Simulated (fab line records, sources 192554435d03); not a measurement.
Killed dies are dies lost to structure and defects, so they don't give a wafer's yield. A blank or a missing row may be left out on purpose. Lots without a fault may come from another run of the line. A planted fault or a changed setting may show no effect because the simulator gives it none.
Chamber matching | flow n5_finfet | N5_HKMG_FIN_HK_ALD_01 on ald_hk-03: 4 sister chambers
The step deposits HfO2, target thk 1.6 nm, pulse time 3 s, purge time 3 s. 8 wafers are shown with their chamber, then 7 later ones without.

WAFERS WITH THEIR CHAMBER
wafer  | chamber | precursor_pulse_height_rel
L082.6 | 3       | 0.995
L085.1 | 0       | 1.002
L085.6 | 2       | 1.014
L088.1 | 1       | 0.993
L088.3 | 2       | 0.980
L088.5 | 1       | 1.003
L089.2 | 0       | 0.976
L089.3 | 3       | 0.995

WAFERS WITHOUT THEIR CHAMBER
wafer  | precursor_pulse_height_rel
L089.6 | 0.992
L092.2 | 0.979
L092.4 | 0.989
L092.6 | 1.021
L094.2 | 1.017
L094.3 | 0.969
L094.5 | 0.966

WHICH CHAMBER EACH WENT THROUGH
wafer  | from the rows above               | in truth
L089.6 | can't be placed: 0 or 3 or 2 or 1 | 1
L092.2 | can't be placed: 0 or 3 or 2 or 1 | 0
L092.4 | can't be placed: 0 or 3 or 2 or 1 | 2
L092.6 | can't be placed: 1 or 2 or 3 or 0 | 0
L094.2 | can't be placed: 1 or 2 or 3 or 0 | 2
L094.3 | can't be placed: 0 or 3 or 2 or 1 | 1
L094.5 | can't be placed: 0 or 3 or 2 or 1 | 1
Placed correctly: 0 of 7. Can't be placed from these rows: 7 (the true chamber is among the candidates in 7). Placed wrongly: 0.
How it was worked out, from the rows above alone: a wafer's distance from a chamber is the root of the sum, over the readings, of the square of ((its reading less the chamber's mean) divided by the reading's scatter). The wafer belongs to the nearest chamber; if the next one is less than 2 further off, it can't be placed. A chamber's mean is the mean of its shown wafers. The scatter: the root of (the sum of the squares of (reading less its chamber's mean) over the shown wafers, divided by (wafers less chambers)).
